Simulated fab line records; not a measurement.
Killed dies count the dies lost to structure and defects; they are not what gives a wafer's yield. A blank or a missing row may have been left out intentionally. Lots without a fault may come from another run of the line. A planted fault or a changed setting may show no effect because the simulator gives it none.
fab line records	flow nand-harc
record: lots: 6	wafers: 18	last-day: 32
route steps=1302 shown A_CONTACT@993 END@1302
lots that met no fault: from a run of the same line without faults
start-h: hours from the record's first day to the start of the lot's first wafer shown	wait-h: time in hours since the lot's previous step	" as in the row above	L1.1+2: one row covering several wafers at once	- value missing, or start not given	* or withheld: withheld	< > ~ a bound
route shown NAME@n: names a module that has steps shown in the file, with the first one's number in the route	usual: the fault-free wafers' mean and standard deviation	same: alike in all rows	chamber/n: place in a boat	sites: readings site by site	_std_site: the standard deviation of these	_edge_site: the outer-site mean with the inner-site mean subtracted	radius-mm: how far each site lies from the wafer's centre	mask NAME#n: copy n	behind: tool/chamber where the wafer was last shaped	hold: reason for holding the lot/hours on hold/outcome of the hold	device: names the non-switching transistor (n, p or np)	end of line: at the end of the route, the tests of the same wafers	step lacking rows: just its recipe	killed: dies lost to structure and defects at the first sort, not the wafer's yield	map: the dies of a wafer, with x for killed, . for not killed, _ for no die there
set.NAME: the setting the step ran with; set.NAME@STEP: the setting that earlier step ran with	model.NAME: the simulator's own value behind a step, which no gauge read
lots seen at some steps along the route; tables by step, rows by wafer
services: a tool's chamber out of use, with start hour (start-h, from the record's first day; less than 0 if before it), hours out, and reason
== steps ==
step: NHARC_A_CONTACT_EBR_38
step: NHARC_A_CONTACT_EXPOSE_39
recipe: na: 1.35	sigma-outer: 0.8	dose-mj: 58.79	mask-id: A_CC_3
step: NHARC_A_CONTACT_PEB_40
recipe: peb-temp-c: 100	peb-time-s: 65
step: NHARC_A_CONTACT_DEVELOP_41
recipe: develop-time-s: 35	dev-temp-c: 23
step: NHARC_A_CONTACT_CD_MEAS_42
recipe: target-cd-nm: 300	landing-energy-ev: 500
usual: cd-nm: 300.0/0.6
lot.wafer	tool	chamber	start-h	wait-h	cd-nm
L782.3	cd-sem-02	0	486.27	-	299.7
L782.4	"	0	"	"	299.6
L782.6	"	0	"	"	299.1
L788.1	cd-sem-02	0	546.74	-	299.9
L788.2	"	0	"	"	300.6
L788.4	"	0	"	"	300.1
L790.1	cd-sem-02	0	565.45	-	301.4
L790.2	"	0	"	"	300.1
L790.6	"	0	"	"	300.6
L797.2	cd-sem-03	0	634.19	-	299.3
L797.4	"	0	"	"	299.1
L797.5	"	0	"	"	300.2
L801.1	cd-sem-01	0	679.40	-	299.9
L801.2	"	0	"	"	299.9
L801.6	"	0	"	"	299.6
L803.1	cd-sem-02	0	695.33	-	300.3
L803.4	"	0	"	"	300.4
L803.6	"	0	"	"	300.7
step: NHARC_A_CONTACT_OVL_MEAS_43
usual: overlay-x-nm: -0.1/0.77	overlay-y-nm: 0.1/0.88
lot.wafer	tool	chamber	start-h	wait-h	overlay-x-nm	overlay-y-nm
L782.3	overlay-02	-	486.36	-	-0.1	0.6
L782.4	"	-	"	"	-0.1	1.0
L782.6	"	-	"	"	-0.5	0.4
L788.1	overlay-01	-	546.83	-	0.4	0.5
L788.2	"	-	"	"	0.0	0.4
L788.4	"	-	"	"	-0.3	1.0
L790.1	overlay-01	-	565.54	-	-0.6	0.9
L790.2	"	-	"	"	-0.4	1.3
L790.6	"	-	"	"	-0.5	0.8
L797.2	overlay-01	-	634.27	-	0.6	-0.7
L797.4	"	-	"	"	0.6	0.2
L797.5	"	-	"	"	-0.1	-0.4
L801.1	overlay-01	-	679.49	-	0.4	0.0
L801.2	"	-	"	"	-0.3	0.2
L801.6	"	-	"	"	0.0	0.0
L803.1	overlay-02	-	695.42	-	1.7	-0.4
L803.4	"	-	"	"	0.8	-1.0
L803.6	"	-	"	"	1.0	-0.7
step: NHARC_A_CONTACT_INSPECT_44
usual: raw-defect-count: 89/39
lot.wafer	tool	chamber	start-h	wait-h	raw-defect-count
L782.3	defect-inspect-01	-	486.39	0.0	105
L782.4	"	-	"	"	107
L782.6	"	-	"	"	99
L788.1	defect-inspect-01	-	546.87	0.0	73
L788.2	"	-	"	"	78
L788.4	"	-	"	"	65
L790.1	defect-inspect-01	-	565.57	0.0	68
L790.2	"	-	"	"	55
L790.6	"	-	"	"	69
L797.2	defect-inspect-01	-	634.31	0.0	133
L797.4	"	-	"	"	135
L797.5	"	-	"	"	124
L801.1	defect-inspect-02	-	679.53	0.0	157
L801.2	"	-	"	"	154
L801.6	"	-	"	"	159
L803.1	defect-inspect-01	-	695.46	0.0	41
L803.4	"	-	"	"	30
L803.6	"	-	"	"	33
step: NHARC_A_CONTACT_DESCUM_47
recipe: time-s: 3	o2-flow-sccm: 200	ar-flow-sccm: 0	bias-power-w: 0	chemistry: O2
step: NHARC_A_CONTACT_ETCH_48
recipe: target-depth-a: 390	over-etch-frac: 0.3	time-s: 65	ion-energy-ev: 80	cf4-flow-sccm: 150	ar-flow-sccm: 0	rf-w: 300	bias-w: 100	chemistry: CF4
step: NHARC_A_CONTACT_ETCH_49
recipe: target-depth-a: 2600	over-etch-frac: 0.3	time-s: 475.3	ion-energy-ev: 200	n2-flow-sccm: 150	h2-flow-sccm: 150	ar-flow-sccm: 0	rf-w: 400	bias-w: 150	chemistry: N2/H2
usual: drypump-motor-current-A: 5.7/0.46	oes-product-au: 0.998/0.011	rf-vpp-V: 431.2/2.2	showerhead-plenum-p-Torr: 2.06/0.075	throttle-valve-pct: 14.171/0.0094
lot.wafer	tool	chamber	start-h	wait-h	drypump-motor-current-A	oes-product-au	rf-hours-counter-h	rf-vpp-V	showerhead-plenum-p-Torr	throttle-valve-pct
L782.4	rie-diel-13	1	-	-	6.1	0.982	24	430.6	2.03	14.162
L782.3	"	0	"	"	6.1	1.009	25	430.2	2.06	14.171
L782.6	"	2	"	"	4.9	0.986	-	429.4	1.99	14.190
L788.1	rie-diel-13	2	-	-	4.9	0.996	6	428.8	1.98	14.168
L788.4	"	3	"	"	5.3	0.980	4	434.8	2.14	14.176
L788.2	"	0	"	"	6.1	1.009	4	430.8	2.06	14.161
L790.2	rie-diel-08	0	-	-	6.2	0.994	2	431.3	2.05	14.162
L790.1	"	1	"	"	5.9	0.984	2	435.6	2.18	14.170
L790.6	"	3	"	"	5.8	1.002	-	435.1	2.18	14.168
L797.4	rie-diel-13	3	-	-	5.3	0.982	16	432.2	2.14	14.178
L797.2	"	0	"	"	6.1	1.010	15	431.0	2.06	14.190
L797.5	"	1	"	"	6.1	1.000	-	429.5	2.03	14.175
L801.1	rie-diel-13	0	-	-	6.2	1.018	24	431.6	2.05	14.175
L801.2	"	1	"	"	6.1	1.002	23	431.3	2.02	14.170
L801.6	"	3	"	"	5.3	0.990	-	434.1	2.13	14.160
L803.4	rie-diel-13	0	-	-	6.1	1.017	26	431.3	2.05	14.179
L803.1	"	1	"	"	6.1	0.990	25	430.5	2.02	14.172
L803.6	"	0	"	"	6.1	1.016	-	431.8	2.05	14.176
step: NHARC_A_CONTACT_ETCH_50
recipe: target-depth-a: 1210	time-s: 60.5	cf4-flow-sccm: 100	chf3-flow-sccm: 30	ar-flow-sccm: 0	rf-w: 500	bias-w: 200	chemistry: CF4/CHF3
step: NHARC_A_CONTACT_ETCH_51
recipe: target-depth-a: 70000	over-etch-frac: 0.3	time-s: 1820	ion-energy-ev: 150	o2-flow-sccm: 400	cos-flow-sccm: 20	ar-flow-sccm: 0	rf-w: 500	bias-w: 300	chemistry: O2/COS
step: NHARC_A_CONTACT_ETCH_111
recipe: source-w: withheld	pressure-mtorr: 20	bias-v: withheld	time-s: 140	target-depth-a: 7000	ar-flow-sccm: withheld	c4f8-flow-sccm: withheld	o2-flow-sccm: withheld	chemistry: C4F8/O2/Ar
lot.wafer	tool	chamber	start-h	wait-h	rf-hours-counter-h
L782.3	har-cap-etch-01	1	488.34	-	-
L782.4	"	0	"	"	-
L782.6	"	1	"	"	-
L788.2	har-cap-etch-03	1	548.75	-	53
L788.1	"	0	"	"	53
L788.4	"	1	"	"	-
L790.1	har-cap-etch-03	1	567.45	-	55
L790.2	"	0	"	"	55
L790.6	"	1	"	"	-
L797.2	har-cap-etch-03	0	636.44	-	65
L797.4	"	0	"	"	-
L797.5	"	0	"	"	-
L801.1	har-cap-etch-01	0	681.41	-	31
L801.2	"	1	"	"	31
L801.6	"	1	"	"	-
L803.1	har-cap-etch-01	0	697.40	-	34
L803.4	"	1	"	"	-
L803.6	"	1	"	"	-
step: NHARC_A_CONTACT_ETCH_112
recipe: source-w: withheld	pressure-mtorr: 20	bias-v: 3000	time-s: 190	target-depth-a: 18500	ar-flow-sccm: withheld	c4f8-flow-sccm: withheld	o2-flow-sccm: withheld	chemistry: C4F8/O2/Ar
lot.wafer	tool	chamber	start-h	wait-h	rf-hours-counter-h
L782.3	har-cap-etch-01	1	488.53	0.2	-
L782.4	"	0	"	"	-
L782.6	"	1	"	"	-
L788.2	har-cap-etch-03	1	548.95	0.2	53
L788.1	"	0	"	"	53
L788.4	"	1	"	"	-
L790.1	har-cap-etch-03	1	567.65	0.2	56
L790.2	"	0	"	"	56
L790.6	"	1	"	"	-
L797.2	har-cap-etch-03	0	636.70	0.2	66
L797.4	"	0	"	"	-
L797.5	"	0	"	"	-
L801.1	har-cap-etch-01	0	681.61	0.2	32
L801.2	"	1	"	"	32
L801.6	"	1	"	"	-
L803.1	har-cap-etch-01	0	697.59	0.2	34
L803.4	"	1	"	"	-
L803.6	"	1	"	"	-
step: NHARC_A_CONTACT_ETCH_113
recipe: source-w: withheld	pressure-mtorr: 20	bias-v: 3000	time-s: 190	target-depth-a: 18500	ar-flow-sccm: withheld	c4f8-flow-sccm: withheld	o2-flow-sccm: withheld	chemistry: C4F8/O2/Ar
step: NHARC_A_CONTACT_ETCH_114
recipe: source-w: withheld	pressure-mtorr: 20	bias-v: 3000	time-s: 190	target-depth-a: 18500	ar-flow-sccm: withheld	c4f8-flow-sccm: withheld	o2-flow-sccm: withheld	chemistry: C4F8/O2/Ar
step: NHARC_A_CONTACT_ETCH_115
recipe: source-w: withheld	pressure-mtorr: 20	bias-v: 3000	time-s: 190	target-depth-a: 18500	ar-flow-sccm: withheld	c4f8-flow-sccm: withheld	o2-flow-sccm: withheld	chemistry: C4F8/O2/Ar
step: NHARC_A_CONTACT_ETCH_116
recipe: source-w: withheld	pressure-mtorr: 20	bias-v: 3000	time-s: 190	target-depth-a: 18500	ar-flow-sccm: withheld	c4f8-flow-sccm: withheld	o2-flow-sccm: withheld	chemistry: C4F8/O2/Ar
lot.wafer	tool	chamber	start-h	wait-h	rf-hours-counter-h
L782.3	har-cap-etch-01	1	489.22	0.1	-
L782.4	"	0	"	"	-
L782.6	"	1	"	"	-
L788.2	har-cap-etch-03	1	549.63	0.1	54
L788.1	"	0	"	"	54
L788.4	"	1	"	"	-
L790.1	har-cap-etch-03	1	568.34	0.1	56
L790.2	"	0	"	"	56
L790.6	"	1	"	"	-
L797.2	har-cap-etch-03	0	637.61	0.2	66
L797.4	"	0	"	"	-
L797.5	"	0	"	"	-
L801.1	har-cap-etch-01	0	682.30	0.1	32
L801.2	"	1	"	"	32
L801.6	"	1	"	"	-
L803.1	har-cap-etch-01	0	698.27	0.1	35
L803.4	"	1	"	"	-
L803.6	"	1	"	"	-
step: NHARC_A_CONTACT_ETCH_117
recipe: source-w: withheld	pressure-mtorr: 20	bias-v: 3000	time-s: 190	target-depth-a: 18500	ar-flow-sccm: withheld	c4f8-flow-sccm: withheld	o2-flow-sccm: withheld	chemistry: C4F8/O2/Ar
step: NHARC_A_CONTACT_ETCH_118
recipe: source-w: withheld	pressure-mtorr: 20	bias-v: 3000	time-s: 190	target-depth-a: 18500	ar-flow-sccm: withheld	c4f8-flow-sccm: withheld	o2-flow-sccm: withheld	chemistry: C4F8/O2/Ar
step: NHARC_A_CONTACT_ETCH_119
recipe: source-w: withheld	pressure-mtorr: 20	bias-v: 3000	time-s: 190	target-depth-a: 18500	ar-flow-sccm: withheld	c4f8-flow-sccm: withheld	o2-flow-sccm: withheld	chemistry: C4F8/O2/Ar
step: NHARC_A_CONTACT_ETCH_120
recipe: source-w: withheld	pressure-mtorr: 20	bias-v: 3000	time-s: 190	target-depth-a: 18500	ar-flow-sccm: withheld	c4f8-flow-sccm: withheld	o2-flow-sccm: withheld	chemistry: C4F8/O2/Ar
step: NHARC_A_CONTACT_ETCH_121
recipe: source-w: withheld	pressure-mtorr: 20	bias-v: 3000	time-s: 190	target-depth-a: 18500	ar-flow-sccm: withheld	c4f8-flow-sccm: withheld	o2-flow-sccm: withheld	chemistry: C4F8/O2/Ar
step: NHARC_A_CONTACT_ETCH_122
recipe: source-w: withheld	pressure-mtorr: 20	bias-v: 3000	time-s: 190	target-depth-a: 18500	ar-flow-sccm: withheld	c4f8-flow-sccm: withheld	o2-flow-sccm: withheld	chemistry: C4F8/O2/Ar
step: NHARC_A_CONTACT_ETCH_123
recipe: source-w: withheld	pressure-mtorr: 20	bias-v: 400	time-s: 490	target-depth-a: 21100	ar-flow-sccm: withheld	c4f8-flow-sccm: 11.5	o2-flow-sccm: 7.2	chemistry: C4F8/O2/Ar
step: NHARC_A_CONTACT_ETCH_90
recipe: target-depth-a: 400	over-etch-frac: 0.5	time-s: 85.7	ion-energy-ev: 120	ch3f-flow-sccm: 50	o2-flow-sccm: 30	ar-flow-sccm: 200	rf-w: 500	bias-w: 100	chemistry: CH3F/O2
step: NHARC_A_CONTACT_ETCH_96
recipe: target-depth-a: 200	over-etch-frac: 0.5	time-s: 10	ion-energy-ev: 250	c4f6-flow-sccm: 25	o2-flow-sccm: 20	ar-flow-sccm: 500	rf-w: 600	bias-w: 500	chemistry: C4F6/O2
step: NHARC_A_CONTACT_CD_MEAS_53
usual: cd-nm: 289.6/0.86
lot.wafer	tool	chamber	start-h	wait-h	cd-nm
L782.3	cd-sem-01	-	491.56	-	289.9
L782.4	"	-	"	"	288.9
L782.6	"	-	"	"	289.9
L788.1	cd-sem-03	-	552.02	-	289.9
L788.2	"	-	"	"	289.7
L788.4	"	-	"	"	289.4
L790.1	cd-sem-01	-	571.24	-	290.8
L790.2	"	-	"	"	289.9
L790.6	"	-	"	"	290.5
L797.2	cd-sem-01	-	640.55	-	288.9
L797.4	"	-	"	"	290.0
L797.5	"	-	"	"	289.8
L801.1	cd-sem-02	-	684.69	-	288.6
L801.2	"	-	"	"	289.4
L801.6	"	-	"	"	288.6
L803.1	cd-sem-03	-	700.63	-	290.5
L803.4	"	-	"	"	291.5
L803.6	"	-	"	"	291.4
step: NHARC_A_CONTACT_STRIP_99
recipe: n2-flow-sccm: 150	h2-flow-sccm: 150	ar-flow-sccm: 0	bias-w: 0	chemistry: N2/H2
step: NHARC_A_CONTACT_STRIP_100
recipe: cf4-flow-sccm: 100	chf3-flow-sccm: 30	ar-flow-sccm: 0	bias-w: 0	chemistry: CF4/CHF3
step: NHARC_A_CONTACT_STRIP_101
recipe: o2-flow-sccm: 400	cos-flow-sccm: 20	ar-flow-sccm: 0	bias-w: 0	chemistry: O2/COS
step: NHARC_A_CONTACT_ETCH_102
recipe: target-depth-a: 1000	overetch-a: 100	time-s: 55	ion-energy-ev: 100	cf4-flow-sccm: 80	o2-flow-sccm: 20	ar-flow-sccm: 0	rf-w: 300	bias-w: 100	chemistry: CF4/O2
step: NHARC_A_CONTACT_STRIP_55
recipe: o2-flow-sccm: 500	ar-flow-sccm: 0	bias-w: 0	chemistry: O2
usual: drypump-motor-current-A: 5.8/0.44	oes-product-au: 1.000/0.011	rf-vpp-V: 57.9/0.9	showerhead-plenum-p-Torr: 3.54/0.14	throttle-valve-pct: 17.038/0.01
lot.wafer	tool	chamber	start-h	wait-h	drypump-motor-current-A	oes-product-au	rf-hours-counter-h	rf-vpp-V	showerhead-plenum-p-Torr	throttle-valve-pct
L782.4	rie-diel-04	3	-	-	6.1	0.999	41	59.1	3.54	17.029
L782.3	"	2	"	"	5.6	1.017	39	56.7	3.30	17.037
L782.6	"	3	"	"	6.1	0.994	-	59.2	3.54	17.039
L788.2	rie-diel-04	3	-	-	6.1	0.996	3	57.4	3.53	17.047
L788.1	"	0	"	"	6.2	0.992	3	58.4	3.78	17.040
L788.4	"	0	"	"	6.2	0.986	-	59.3	3.77	17.026
L790.2	rie-diel-04	0	-	-	6.2	0.998	10	58.6	3.77	17.040
L790.1	"	2	"	"	5.6	1.007	4	57.1	3.29	17.019
L790.6	"	0	"	"	6.2	0.996	-	59.4	3.77	17.028
L797.2	rie-diel-13	0	-	-	6.1	1.010	18	59.3	3.55	17.042
L797.4	"	2	"	"	4.9	1.001	22	56.8	3.43	17.026
L797.5	"	0	"	"	6.1	1.011	-	57.2	3.55	17.037
L801.2	rie-diel-13	2	-	-	4.9	0.991	30	58.0	3.42	17.029
L801.1	"	0	"	"	6.1	0.998	25	57.5	3.55	17.018
L801.6	"	3	"	"	5.3	0.980	-	58.4	3.67	17.045
L803.1	rie-diel-04	2	-	-	5.6	1.002	44	56.5	3.27	17.018
L803.4	"	3	"	"	6.2	1.005	47	58.7	3.51	17.039
L803.6	"	1	"	"	6.0	1.014	-	56.8	3.44	17.035
step: NHARC_A_CONTACT_STRIP_56
recipe: time-s: 600	temp-c: 30	chemistry: post-etch-residue-remover
step: NHARC_A_CONTACT_DEP_57
recipe: target-thk-a: 53000	temp-c: 400	material: aC
step: NHARC_A_CONTACT_DEP_58
recipe: target-thk-a: 900	target-thk-nm: 90	temp-c: 400	pressure-torr: 3.5	flow-sccm: 200	rf-w: 350	material: SiON
usual: heater-power-w: 719/83
lot.wafer	tool	chamber	start-h	wait-h	heater-power-w
L782.3	pecvd-03	1	496.06	1.6	790
L782.4	"	1	"	"	791
L782.6	"	2	"	"	669
L788.1	pecvd-02	0	556.57	2.8	655
L788.2	"	1	"	"	797
L788.4	"	2	"	"	741
L790.2	pecvd-01	0	576.76	2.2	711
L790.1	"	1	"	"	774
L790.6	"	2	"	"	571
L797.2	pecvd-02	1	647.23	2.2	694
L797.5	"	0	"	"	683
L797.4	"	2	"	"	651
L801.2	pecvd-02	2	689.18	2.5	668
L801.1	"	1	"	"	720
L801.6	"	1	"	"	718
L803.1	pecvd-02	2	704.96	2.7	723
L803.4	"	0	"	"	725
L803.6	"	1	"	"	718
step: NHARC_A_CONTACT_DEHYDRATE_59
recipe: temp-c: 150	time-s: 120
step: NHARC_A_CONTACT_HMDS_60
recipe: time-s: 30
step: NHARC_A_CONTACT_COAT_61
recipe: temp-c: 260	time-s: 75
step: NHARC_A_CONTACT_COAT_62
recipe: temp-c: 225	time-s: 65
step: NHARC_A_CONTACT_COAT_63
recipe: spin-rpm: 1500	resist-thk-nm: 90
step: NHARC_A_CONTACT_SOFTBAKE_64
recipe: temp-c: 105	time-s: 55
step: NHARC_END_SORT_01
recipe: temp-c: 25
usual: killed-at-array: 57/19	killed-at-other: 0.9/1.1	killed-at-periphery: 4.0/2.6	killed-dies: 62/19	killed-open: 3.3/1.8	killed-short: 2.4/1.7
same: gross-dies: 677
lot.wafer	tool	chamber	start-h	wait-h	killed-at-array	killed-at-other	killed-at-periphery	killed-dies	killed-open	killed-short
L782.3	prober-02	0	561.28	3.1	76	0	2	78	4	2
L782.4	prober-02	0	562.07	3.4	71	0	3	74	5	2
L782.6	prober-02	0	563.66	4.0	75	0	5	80	7	3
L788.1	prober-01	0	618.14	2.5	142	1	1	144	1	1
L788.2	prober-01	0	618.96	2.8	120	2	1	123	0	0
L788.4	prober-01	0	620.59	3.4	134	1	2	137	2	2
L790.1	prober-01	0	635.19	2.5	142	0	1	143	4	2
L790.2	prober-01	0	635.99	2.8	126	0	2	128	4	1
L790.6	prober-01	0	639.19	4.0	133	0	3	136	2	1
L797.2	prober-02	0	711.71	2.8	77	0	2	79	1	2
L797.4	prober-02	0	713.29	3.4	83	1	3	87	9	4
L797.5	prober-02	0	714.08	3.7	91	0	1	92	5	0
L801.1	prober-01	0	750.48	2.5	85	0	11	96	5	3
L801.2	prober-01	0	751.27	2.8	72	1	6	79	2	1
L801.6	prober-01	0	754.44	4.0	81	0	5	86	3	2
killed by level:class
L782.3 A_SLIT:chamber-film-flake=24 A_CHANNEL_HOLE_D1:chamber-film-flake=23 A_STAIRCASE:chamber-film-flake=8 A_CHANNEL_HOLE_D2:chamber-film-flake=4 A_CONTACT:chamber-film-flake=4 A_BONDPAD:chamber-film-flake=4 A_DECK1_JOINT:chamber-film-flake=2 A_CHANNEL_FILL_D1:geometric-particle:short=1
L782.4 A_CHANNEL_HOLE_D1:chamber-film-flake=34 A_SLIT:chamber-film-flake=9 A_STAIRCASE:chamber-film-flake=8 A_CHANNEL_HOLE_D2:chamber-film-flake=4 A_DECK1_JOINT:chamber-film-flake=3 A_SGD_CUT:chamber-film-flake=3 A_CHANNEL_FILL_D1:geometric-particle:open=2 P_ZERO_WELL:chamber-film-flake=2
L782.6 A_CHANNEL_HOLE_D1:chamber-film-flake=28 A_SLIT:chamber-film-flake=13 A_CONTACT:chamber-film-flake=12 A_STAIRCASE:chamber-film-flake=5 A_BONDPAD:chamber-film-flake=4 A_WL_FILL:geometric-particle:short=3 A_DECK1_JOINT:chamber-film-flake=2 A_CHANNEL_HOLE_D2:chamber-film-flake=2
L788.1 A_CONTACT:unspecified=83 A_CHANNEL_HOLE_D1:chamber-film-flake=36 A_CHANNEL_HOLE_D2:chamber-film-flake=15 A_BONDPAD:chamber-film-flake=4 A_CONTACT:chamber-film-flake=3 P_CONTACT:geometric-particle:open=1 A_CHANNEL_FILL_D1:geometric-particle:short=1 THIN_TSV:chamber-film-flake=1
L788.2 A_CONTACT:unspecified=81 A_CHANNEL_HOLE_D1:chamber-film-flake=26 A_CHANNEL_HOLE_D2:chamber-film-flake=8 A_BONDPAD:chamber-film-flake=3 A_CONTACT:chamber-film-flake=2 THIN_TSV:chamber-film-flake=2 P_GATE:chamber-film-flake=1
L788.4 A_CONTACT:unspecified=86 A_CHANNEL_HOLE_D1:chamber-film-flake=33 A_CHANNEL_HOLE_D2:chamber-film-flake=6 A_BONDPAD:chamber-film-flake=4 P_M0:geometric-particle:open=1 A_CHANNEL_FILL_D2:geometric-particle:short=1 A_WL_FILL:geometric-particle:short=1 A_M0:geometric-particle:open=1
L790.1 A_CONTACT:unspecified=84 A_CHANNEL_HOLE_D2:chamber-film-flake=31 A_CHANNEL_HOLE_D1:chamber-film-flake=12 A_BLC:chamber-film-flake=3 A_CHANNEL_FILL_D1:chamber-film-flake=2 A_CONTACT:chamber-film-flake=2 P_M1:geometric-particle:short=1 A_CHANNEL_HOLE_D1:geometric-particle:open=1
L790.2 A_CONTACT:unspecified=84 A_CHANNEL_HOLE_D2:chamber-film-flake=22 A_CHANNEL_HOLE_D1:chamber-film-flake=5 A_BLC:chamber-film-flake=5 A_CONTACT:chamber-film-flake=2 P_GATE:geometric-particle:open=1 A_CHANNEL_HOLE_D1:geometric-particle:short=1 A_CHANNEL_FILL_D1:geometric-particle:open=1
L790.6 A_CONTACT:unspecified=89 A_CHANNEL_HOLE_D2:chamber-film-flake=27 A_CHANNEL_HOLE_D1:chamber-film-flake=5 A_BLC:chamber-film-flake=3 A_DECK1_JOINT:chamber-film-flake=2 P_GATE:chamber-film-flake=2 A_CONTACT:chamber-film-flake=2 A_DECK1_JOINT:geometric-particle:open=1
L797.2 A_CHANNEL_HOLE_D2:chamber-film-flake=24 A_CHANNEL_HOLE_D1:chamber-film-flake=23 A_SLIT:chamber-film-flake=18 A_M1:chamber-film-flake=4 A_CONTACT:chamber-film-flake=3 A_STAIRCASE:chamber-film-flake=2 P_CONTACT:geometric-particle:open=1 A_ONON_D1:geometric-particle:short=1
L797.4 A_CHANNEL_HOLE_D1:chamber-film-flake=26 A_CHANNEL_HOLE_D2:chamber-film-flake=22 A_SLIT:chamber-film-flake=14 A_M1:chamber-film-flake=4 A_CONTACT:chamber-film-flake=3 A_CHANNEL_FILL_D2:geometric-particle:short=2 A_M0:geometric-particle:open=2 A_M1:geometric-particle:open=2
L797.5 A_SLIT:chamber-film-flake=33 A_CHANNEL_HOLE_D1:chamber-film-flake=30 A_CHANNEL_HOLE_D2:chamber-film-flake=11 A_STAIRCASE:chamber-film-flake=4 A_CONTACT:chamber-film-flake=4 A_M0:geometric-particle:open=2 A_WL_FILL:chamber-film-flake=2 A_M1:chamber-film-flake=2
L801.1 A_SLIT:chamber-film-flake=34 A_CHANNEL_HOLE_D1:chamber-film-flake=22 A_CHANNEL_HOLE_D2:chamber-film-flake=12 A_CONTACT:chamber-film-flake=6 P_BONDPAD:chamber-film-flake=4 P_CONTACT:geometric-particle:open=2 P_ZERO_WELL:chamber-film-flake=2 A_DECK1_JOINT:chamber-film-flake=2
L801.2 A_CHANNEL_HOLE_D1:chamber-film-flake=24 A_CHANNEL_HOLE_D2:chamber-film-flake=19 A_SLIT:chamber-film-flake=14 A_CONTACT:chamber-film-flake=4 P_BONDPAD:chamber-film-flake=3 A_WL_FILL:chamber-film-flake=3 A_STAIRCASE:chamber-film-flake=2 P_M0:geometric-particle:open=1
L801.6 A_CHANNEL_HOLE_D1:chamber-film-flake=24 A_SLIT:chamber-film-flake=21 A_CHANNEL_HOLE_D2:chamber-film-flake=15 A_CONTACT:chamber-film-flake=9 A_SGD_CUT:chamber-film-flake=4 P_GATE:chamber-film-flake=3 A_WL_FILL:chamber-film-flake=2 P_CONTACT:geometric-particle:open=1
map L788.1 (x killed, . not)
____________.____________
_________......._________
_______..........._______
______.............______
_____..............._____
____...........x.....____
____..............x..____
___...........x.......___
___..........xxxxxx...___
__...........xxxxxx....__
__.x.........xxxxxx.x..__
_.x...x....x.xxxxxxx...._
_..x...x....xxxxxxx.x..._
_..xx.xxx....xxxxxxxx..._
_.xx.xxxx...xxxxxxxx...._
_.xxxxx..x.xxxxxxxxx...._
...xxxxx...x.xxxxxxx.....
...x.xxx.....xxxxxxx.....
....xxxx.xx...xxx.x......
...xx.xxxx....xxx...x....
....xxxxx..........x.....
_....x..x......x........_
_.....x................._
_....x.................._
_...........x..........._
_......................._
__.....................__
__...........x.........__
___.........x.........___
___...................___
____.................____
____........x........____
_____..............._____
______.............______
_______..........._______
_________......._________
____________.____________
map L790.1 (x killed, . not)
____________.____________
_________......._________
_______..........._______
______.............______
_____..............._____
____x................____
____.......x.........____
___............x......___
___...................___
__..............x......__
__....xx...............__
_...........x..........._
_.x..x..x.x............._
_...x....x.............._
_..x.xxx................_
_x..xxxxx..............._
....x.xxxxx..........x...
....xxxx.x.......x.......
...xxxxx...........x.....
....x..x.x...............
...x.xx.....x............
_...x.....x.......x....._
_..x....xxx.x.......x..._
_...xxx.xxxxxxx.x......._
_.....xxxxxxxx.........._
_......xxxxxxxx........._
__....xxxxxxxx.........__
__....xxxxxxxx.....x..x__
___...xxxxxxxxx.......___
___....xxxxxxxx.......___
____...xxxxxx........____
____..xxxxxxx.x......____
_____..x.xxxxx......_____
______..xxx........______
_______..........._______
_________......._________
____________.____________
== services ==
tool	chamber	start-h	hours	kind
pecvd-02	-	470.43	0.4	repair
pecvd-01	-	492.00	13.0	pm
har-cap-etch-01	-	494.23	0.3	repair
har-cap-etch-01	-	497.00	17.0	pm
rie-diel-13	0	497.47	1.3	repair
rie-diel-08	3	509.73	6.1	repair
pecvd-01	2	518.88	11.2	repair
rie-diel-13	-	519.00	9.0	pm
rie-diel-13	0	533.95	6.5	repair
rie-diel-04	-	534.44	9.0	pm
rie-diel-08	-	545.00	9.0	pm
pecvd-03	-	547.40	13.0	pm
rie-diel-13	1	565.20	13.9	repair
rie-diel-04	1	581.89	3.3	repair
pecvd-03	-	585.71	0.4	repair
pecvd-02	-	589.47	13.0	pm
pecvd-02	-	611.45	1.0	repair
rie-diel-04	-	615.40	0.6	repair
har-cap-etch-01	-	626.72	0.7	repair
rie-diel-04	0	642.90	5.8	repair
pecvd-02	0	662.84	4.3	repair
pecvd-02	-	684.55	1.9	repair
pecvd-02	-	690.25	1.0	repair
rie-diel-13	-	696.00	9.0	pm
== key ==
first-sign: step: NHARC_END_SORT_01	reading: killed-at-array	direction: up	sigmas: 4.1	usual: 57	struck: 133
effect: step: NHARC_END_SORT_01	reading: killed-dies	direction: up	sigmas: 4	usual: 62	struck: 135
more-kills-born-at: NHARC_A_CONTACT_ETCH_111@har-cap-etch-03: 505
met-at NHARC_A_CONTACT_ETCH_111
struck-wafers L788.1,L788.2,L788.4,L790.1,L790.2,L790.6
tester-left-out L788,L790
fault: kind: chamber-particle-source	tool: har-cap-etch-03	chamber: -	onset-h: 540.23	steps: NHARC_A_CONTACT_ETCH_111	rate-per-visit-cm2: 0.90851	end-h: 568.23
tester-left-out: of these lots the tester's yield and bins aren't shown, on N5 and GAA mostly nor the transistor test; their killed dies are dies lost to structure and defects alone, not to doping, threshold or leakage, so they don't give the yield
